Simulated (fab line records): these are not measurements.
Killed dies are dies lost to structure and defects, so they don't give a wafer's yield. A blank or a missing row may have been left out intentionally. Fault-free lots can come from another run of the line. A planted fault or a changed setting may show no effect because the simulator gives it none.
Matching of chambers || flow nand_harc || NHARC_A_STAIRCASE_ETCH_292 on rie_diel-10 has 4 sister chambers
The step etches the open film in CF4/CHF3. 20 wafers are shown with their chamber, then 10 later ones without.

== WAFERS WITH THEIR CHAMBER ==
{"wafer": "L075.1", "chamber": 2, "drypump_motor_current_A (A)": 6.0, "showerhead_plenum_p_Torr (Torr)": 1.67, "rf_vpp_V (V)": 373.1}
{"wafer": "L075.4", "chamber": 3, "drypump_motor_current_A (A)": 4.7, "showerhead_plenum_p_Torr (Torr)": 1.57, "rf_vpp_V (V)": 370.8}
{"wafer": "L075.6", "chamber": 0, "drypump_motor_current_A (A)": 5.5, "showerhead_plenum_p_Torr (Torr)": 1.59, "rf_vpp_V (V)": 369.8}
{"wafer": "L078.1", "chamber": 0, "drypump_motor_current_A (A)": 5.4, "showerhead_plenum_p_Torr (Torr)": 1.58, "rf_vpp_V (V)": 370.5}
{"wafer": "L078.2", "chamber": 3, "drypump_motor_current_A (A)": 4.7, "showerhead_plenum_p_Torr (Torr)": 1.57, "rf_vpp_V (V)": 369.8}
{"wafer": "L078.6", "chamber": 2, "drypump_motor_current_A (A)": 6.1, "showerhead_plenum_p_Torr (Torr)": 1.67, "rf_vpp_V (V)": 373.2}
{"wafer": "L077.1", "chamber": 2, "drypump_motor_current_A (A)": 6.1, "showerhead_plenum_p_Torr (Torr)": 1.67, "rf_vpp_V (V)": 373.6}
{"wafer": "L077.2", "chamber": 1, "drypump_motor_current_A (A)": 6.4, "showerhead_plenum_p_Torr (Torr)": 1.57, "rf_vpp_V (V)": 369.9}
{"wafer": "L077.3", "chamber": 0, "drypump_motor_current_A (A)": 5.4, "showerhead_plenum_p_Torr (Torr)": 1.58, "rf_vpp_V (V)": 371.3}
{"wafer": "L079.2", "chamber": 0, "drypump_motor_current_A (A)": 5.4, "showerhead_plenum_p_Torr (Torr)": 1.58, "rf_vpp_V (V)": 369.5}
{"wafer": "L079.5", "chamber": 1, "drypump_motor_current_A (A)": 6.5, "showerhead_plenum_p_Torr (Torr)": 1.57, "rf_vpp_V (V)": 370.6}
{"wafer": "L079.6", "chamber": 2, "drypump_motor_current_A (A)": 6.0, "showerhead_plenum_p_Torr (Torr)": 1.67, "rf_vpp_V (V)": 373.8}
{"wafer": "L081.1", "chamber": 3, "drypump_motor_current_A (A)": 4.7, "showerhead_plenum_p_Torr (Torr)": 1.56, "rf_vpp_V (V)": 370.4}
{"wafer": "L081.3", "chamber": 2, "drypump_motor_current_A (A)": 6.0, "showerhead_plenum_p_Torr (Torr)": 1.67, "rf_vpp_V (V)": 374.3}
{"wafer": "L081.5", "chamber": 1, "drypump_motor_current_A (A)": 6.4, "showerhead_plenum_p_Torr (Torr)": 1.57, "rf_vpp_V (V)": 370.3}
{"wafer": "L082.2", "chamber": 3, "drypump_motor_current_A (A)": 4.7, "showerhead_plenum_p_Torr (Torr)": 1.56, "rf_vpp_V (V)": 370.6}
{"wafer": "L082.4", "chamber": 1, "drypump_motor_current_A (A)": 6.4, "showerhead_plenum_p_Torr (Torr)": 1.57, "rf_vpp_V (V)": 369.8}
{"wafer": "L082.5", "chamber": 0, "drypump_motor_current_A (A)": 5.4, "showerhead_plenum_p_Torr (Torr)": 1.58, "rf_vpp_V (V)": 370.9}
{"wafer": "L086.1", "chamber": 3, "drypump_motor_current_A (A)": 4.7, "showerhead_plenum_p_Torr (Torr)": 1.56, "rf_vpp_V (V)": 370.3}
{"wafer": "L086.2", "chamber": 2, "drypump_motor_current_A (A)": 6.0, "showerhead_plenum_p_Torr (Torr)": 1.66, "rf_vpp_V (V)": 374.3}

SIGNATURES (means of the wafers above)
{"reading": "drypump_motor_current_A", "chamber 0": 5.420, "chamber 1": 6.425, "chamber 2": 6.033, "chamber 3": 4.700, "scatter within a chamber": 0.0425}
{"reading": "showerhead_plenum_p_Torr", "chamber 0": 1.5820, "chamber 1": 1.5700, "chamber 2": 1.6683, "chamber 3": 1.5640, "scatter within a chamber": 0.00421}
{"reading": "rf_vpp_V", "chamber 0": 370.400, "chamber 1": 370.150, "chamber 2": 373.717, "chamber 3": 370.380, "scatter within a chamber": 0.534}
Rule: for a wafer and a chamber, the distance is found by dividing, reading by reading, the gap between the wafer's reading and the chamber's mean by the reading's scatter, squaring, summing and taking the root. The wafer belongs to the nearest chamber; if the next one is less than 2 further off, it can't be placed. How the scatter is found: for the shown wafers, subtract from each reading the mean of its chamber, square and add these, divide the total by (wafers less chambers), then take the root.

== WAFERS WITH NO CHAMBER GIVEN ==
{"wafer": "L086.5", "drypump_motor_current_A (A)": 4.7, "showerhead_plenum_p_Torr (Torr)": 1.56, "rf_vpp_V (V)": 369.3}
{"wafer": "L085.1", "drypump_motor_current_A (A)": 5.4, "showerhead_plenum_p_Torr (Torr)": 1.58, "rf_vpp_V (V)": 370.4}
{"wafer": "L085.2", "drypump_motor_current_A (A)": 6.1, "showerhead_plenum_p_Torr (Torr)": 1.66, "rf_vpp_V (V)": 372.6}
{"wafer": "L085.5", "drypump_motor_current_A (A)": 6.5, "showerhead_plenum_p_Torr (Torr)": 1.57, "rf_vpp_V (V)": 370.9}
{"wafer": "L090.2", "drypump_motor_current_A (A)": 6.1, "showerhead_plenum_p_Torr (Torr)": 1.66, "rf_vpp_V (V)": 372.5}
{"wafer": "L090.5", "drypump_motor_current_A (A)": 6.0, "showerhead_plenum_p_Torr (Torr)": 1.66, "rf_vpp_V (V)": 373.0}
{"wafer": "L090.6", "drypump_motor_current_A (A)": 6.4, "showerhead_plenum_p_Torr (Torr)": 1.56, "rf_vpp_V (V)": 368.3}
{"wafer": "L097.3", "drypump_motor_current_A (A)": 6.1, "showerhead_plenum_p_Torr (Torr)": 1.65, "rf_vpp_V (V)": 372.8}
{"wafer": "L097.4", "drypump_motor_current_A (A)": 4.7, "showerhead_plenum_p_Torr (Torr)": 1.55, "rf_vpp_V (V)": 369.6}
{"wafer": "L097.6", "drypump_motor_current_A (A)": 6.4, "showerhead_plenum_p_Torr (Torr)": 1.56, "rf_vpp_V (V)": 370.3}

== WHICH CHAMBER EACH ONE RAN IN ==
{"wafer": "L086.5", "from the rows above": 3, "in truth": 3}
{"wafer": "L085.1", "from the rows above": 0, "in truth": 0}
{"wafer": "L085.2", "from the rows above": 2, "in truth": 2}
{"wafer": "L085.5", "from the rows above": 1, "in truth": 1}
{"wafer": "L090.2", "from the rows above": 2, "in truth": 2}
{"wafer": "L090.5", "from the rows above": 2, "in truth": 2}
{"wafer": "L090.6", "from the rows above": 1, "in truth": 1}
{"wafer": "L097.3", "from the rows above": 2, "in truth": 2}
{"wafer": "L097.4", "from the rows above": 3, "in truth": 3}
{"wafer": "L097.6", "from the rows above": 1, "in truth": 1}
Correct placement for 10 of the 10. From these rows, 0 cannot be placed. Placed wrongly: 0.
